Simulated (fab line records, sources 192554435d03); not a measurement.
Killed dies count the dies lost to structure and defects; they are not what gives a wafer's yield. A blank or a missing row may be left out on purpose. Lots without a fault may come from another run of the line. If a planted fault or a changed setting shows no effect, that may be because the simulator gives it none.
Split-lot trial	flow n5Finfet	route with 1938 steps; 7 lots, 21 wafers read

== THE SPLIT ==
At N5_BEOL_M4_EXPOSE_08 (exposes mask M4), the setting doseMj was moved away from the recipe's 41.25 on 8 of the 21 wafers read, by -4.8% to +6.6%. For the rest of the wafers, this setting stayed at what the recipe calls for.

== FROM THE SPLIT TO THE READING: what the file shows between them, 2 steps ==
- N5_BEOL_M4_PEB_09: peb time 60 s
- N5_BEOL_M4_DEVELOP_10: develop time 30 s

== THE READING ==
At N5_BEOL_M4_CD_MEAS_11: cdNm in nanometres, against a target cd of 16.79 nm. Fault-free wafers of this fab line usually give 16.73 nm, standard deviation 0.25 nm.

wafer	tool, chamber at the split	doseMj as run	against the recipe	cdNm, nm	against lot-mates on the recipe
L078.2	euvScanner-01, 0	39.26	-4.8%	15.69	-1.42
L078.4	euvScanner-01, 0	41.25	recipe	17.11	-
L078.5	euvScanner-01, 0	39.26	-4.8%	16.06	-1.05
L080.2	euvScanner-01, 0	41.25	recipe	16.97	-
L080.3	euvScanner-01, 0	41.25	recipe	16.67	-
L080.6	euvScanner-01, 0	42.68	+3.5%	17.37	+0.55
L083.2	euvScanner-02, 0	40.13	-2.7%	16.41	-0.11
L083.4	euvScanner-02, 0	41.25	recipe	16.52	-
L083.5	euvScanner-02, 0	40.13	-2.7%	15.89	-0.63
L085.1	euvScanner-02, 0	43.97	+6.6%	17.93	+1.54
L085.4	euvScanner-02, 0	41.25	recipe	16.33	-
L085.6	euvScanner-02, 0	41.25	recipe	16.45	-
L086.4	euvScanner-01, 0	41.25	recipe	16.99	-
L086.5	euvScanner-01, 0	41.25	recipe	16.87	-
L086.6	euvScanner-01, 0	41.25	recipe	17.47	-
L091.3	euvScanner-01, 0	43.03	+4.3%	17.29	+0.47
L091.4	euvScanner-01, 0	41.25	recipe	16.82	-
L091.6	euvScanner-01, 0	43.03	+4.3%	17.79	+0.97
L095.1	euvScanner-01, 0	41.25	recipe	16.74	-
L095.2	euvScanner-01, 0	41.25	recipe	16.82	-
L095.3	euvScanner-01, 0	41.25	recipe	16.62	-

FIT RESULTS
A straight line over all 21 wafers: cdNm changes by +0.184 nm for each +1% of doseMj; r = +0.88; the points scatter about the line by 0.28 nm.
The same after taking each lot's own level away (the mean of its wafers on the recipe; 21 wafers): +0.21 nm for each +1%; r = +0.94; scatter 0.22 nm.
According to that fit, moving doseMj by its largest amount changes the reading by 1.4 nm.
The lots' own levels span 16.390 to 17.110 nm, that is 2.9 times the standard deviation above.
So the slope is not independent of the lot-to-lot level: the two fits are not the same.
Check: for one of the wafers moved furthest among these (+6.6%), held out of the fit, the line's prediction against its lot-mates is +1.28 nm. Against them it came out at +1.54 nm.

== THE WHOLE CHAIN: every reading that the file lists as answering this split, in the file's order ==
step	what it does	reading	change (the file's fit)	r (the file's)
N5_BEOL_M4_CD_MEAS_11	target cd 16.79 nm	cdNm	+0.211 nm for each +1% of the setting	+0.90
N5_BEOL_M4_ETCH_74	etches underlayer in N2/H2, target depth 6.5 nm, time 5.2 s	BEOL_M4.cdOffsetNm (the simulator's own value, which no gauge read)	+0.199 nm for each +1% of the setting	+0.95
N5_BEOL_M4_ETCH_64	etches SOC in N2/H2, target depth 75 nm, overetch 22.5 nm, time 121.9 s	BEOL_M4.cdOffsetNm (the simulator's own value, which no gauge read)	+0.23 nm for each +1% of the setting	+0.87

== FILE'S OWN FIT ==
cdNm changes by +0.211 nm for each +1% of doseMj, r = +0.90.
